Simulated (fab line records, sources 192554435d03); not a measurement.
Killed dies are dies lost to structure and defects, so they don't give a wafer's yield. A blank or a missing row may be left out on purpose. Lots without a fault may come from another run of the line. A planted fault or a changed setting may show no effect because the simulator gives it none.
A struck lot beside a sound one | flow n5_finfet | 37 steps out of a route of 1938
Sound: wafers L968.1, L968.3, L968.4. Struck: wafers L957.2, L957.3, L957.4. The cause comes at the end.
At each step with rows: each side's tool, then ch and its chambers, then its first start. Under that, the readings that differ: sound wafers | struck wafers | difference of the means | sigmas: that difference in standard deviations of wafers without a fault.
alike: readings whose means differ by less than 2 such deviations, and words and numbers that are the same on both sides. not compared: withheld readings, readings that some wafer has no value for, bounds like >300 that may hide the same value, and numbers for which the record gives no deviation and whose values overlap.
The two part at a step that has a row with sigmas, a row that says differs or no value, or rows on one side only. Numbers that don't overlap but have no deviation are shown without sigmas and don't part them. A reading that every wafer of one side lacks parts them only if that side has two wafers or more.

first, 9 steps without rows for these wafers: N5_BEOL_M4_ANNEAL_95 (time 240 s); N5_BEOL_M4_SPUTTER_96 (material Cu, target thk 4.5 nm, time 8.29 s); N5_BEOL_M4_ECD_50 (material Cu, target thk 300 nm); N5_BEOL_M4_ANNEAL_51 (time 90 s); N5_BEOL_M4_CMP_52 (polishes, stops on SiOC, t overpolish 6.8 s, target thk 40 nm); N5_BEOL_M4_PRE_CLEAN_60 (time 15 s); N5_BEOL_M4_CO_CAP_55 (material Co, precursor CCTBA/H2, target thk 2 nm, time 102.1 s); N5_BEOL_M4_PRE_CLEAN_56 (time 15 s); N5_BEOL_M4_DEP_57 (deposits SiCN from 3MS/NH3, target thk 8 nm, time 14 s).
N5_BEOL_M4_RC_MEAS_101:
  sound on prober-02 ch 0, day 12 07:55; struck on prober-01 ch 0, day 9 03:38
  alike: DIBL_N, DIBL_P, IOFF_N, IOFF_P, ION_N, ION_P, SS_N, SS_P, VT_N, VT_P
then, 24 steps without rows for these wafers: N5_BEOL_M5_ILD_DEP_00 (deposits SiCOH lowk from DEMS/porogen, target thk 140.64 nm, time 25.9 s); N5_BEOL_M5_CURE_79 (cures SiCOH lowk, time 240 s); N5_BEOL_M5_PECVD_70 (deposits SiO2 from TEOS/O2, target thk 16 nm, time 18 s); N5_BEOL_M5_HM_DEP_02 (deposits TiN, target thk 20 nm); N5_BEOL_M5_COAT_59 (time 60 s, resist thk 60 nm); N5_BEOL_M5_COAT_60 (time 60 s, resist thk 12 nm); N5_BEOL_M5_COAT_71 (time 60 s, resist thk 5 nm); N5_BEOL_M5_COAT_05 (resist thk 30 nm); N5_BEOL_M5_EBR_07; N5_BEOL_M5_SOFTBAKE_06 (time 60 s); N5_BEOL_M5_EXPOSE_08 (exposes mask M5, target cd 28 nm); N5_BEOL_M5_PEB_09 (peb time 60 s); N5_BEOL_M5_DEVELOP_10 (develop time 30 s); N5_BEOL_M5_DESCUM_16 (chemistry O2, time 7 s); N5_BEOL_M5_ETCH_72 (etches underlayer in N2/H2, target depth 6.5 nm, time 5.2 s); N5_BEOL_M5_ETCH_61 (etches SiARC in CF4, target depth 15.6 nm, time 26 s); N5_BEOL_M5_ETCH_62 (etches SOC in N2/H2, target depth 75 nm, overetch 15 nm, time 112.5 s); N5_BEOL_M5_STRIP_63 (strips in N2/H2); N5_BEOL_M5_STRIP_73 (strips in N2/H2); N5_BEOL_M5_STRIP_64 (strips in CF4); N5_BEOL_M5_HM_OPEN_17 (chemistry Cl2/BCl3, target TiN, target depth 20 nm, overetch 6 nm); N5_BEOL_M5_STRIP_19 (strips in O2); N5_BEOL_M5_COAT_65 (time 60 s, resist thk 60 nm); N5_BEOL_M5_COAT_66 (time 60 s, resist thk 12 nm).
-- the record jumps here: 3 days lie between the struck wafers' starts before and after (it left off in module BEOL_M5 and takes up again in module BEOL_M11, whose first step shown is number 1590 of the route) --
N5_BEOL_M11_ALD_74: deposits TaN, target thk 2 nm, pulse time 2 s, purge time 3 s.
  sound on ald_metal-04 ch 0,1,3, day 14 17:31; struck on ald_metal-04 ch 0,1,3, day 11 22:20
  no value came back on the struck wafers for ald_cycles, chamber_pressure_Torr (Torr), heater_power_w (W); on the sound wafers ald_cycles reads 40 40 40
N5_BEOL_M11_CMP_52: polishes, stops on SiCOH lowk, t overpolish 7 s, target thk 140 nm.
  sound on cmp-03 ch 0,1,2, day 14 18:55; struck on cmp-03 ch 0,2,3, day 12 02:04
  reading                      | sound          | struck         | difference | sigmas
  barrier_field_endpoint_s (s) | 30.1 29.4 30.7 | 26.3 26.1 27.6 | -3.4       | -5
  alike: motor_current_A, platen_rpm, retaining_ring_pressure_frac
N5_PASSIVATION_PROBE_49:
  sound on prober-02, day 16 14:04; struck on prober-02, day 13 13:05
  reading                  | sound          | struck            | difference | sigmas
  defect_limited_yield (%) | 92.2 90.8 92.6 | 0 0 0             | -92        | -71
  killed_at_M4_up          | 14 15 6        | 1091 1099 1094    | +1083      | +99 or more
  killed_dies              | 92 109 87      | 1180 1180 1180    | +1084      | +72
  killed_on_rim            | 12 17 9        | 152 152 152       | +139       | +38
  sort_bin_4_leakage (%)   | 0 0 0          | 90.34 90.76 90.93 | +90.68     | +99 or more
  sort_n_pass              | 1088 1071 1093 | 0 0 0             | -1084      | -72
  sort_yield_pct (%)       | 92.2 90.8 92.6 | 0 0 0             | -92        | -71
  alike: killed_at_M0_to_M3, killed_at_contacts, killed_at_front_end, killed_at_other, killed_open, killed_short, sort_bin_5_function, sort_bin_6_memory

WHERE THEY PART
First at N5_BEOL_M11_ALD_74; last, within this record, at N5_PASSIVATION_PROBE_49.

WHY: what the simulator had put in
Skipped step whole: ald_metal-04, from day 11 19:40 on, at N5_BEOL_M11_ALD_74. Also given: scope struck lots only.
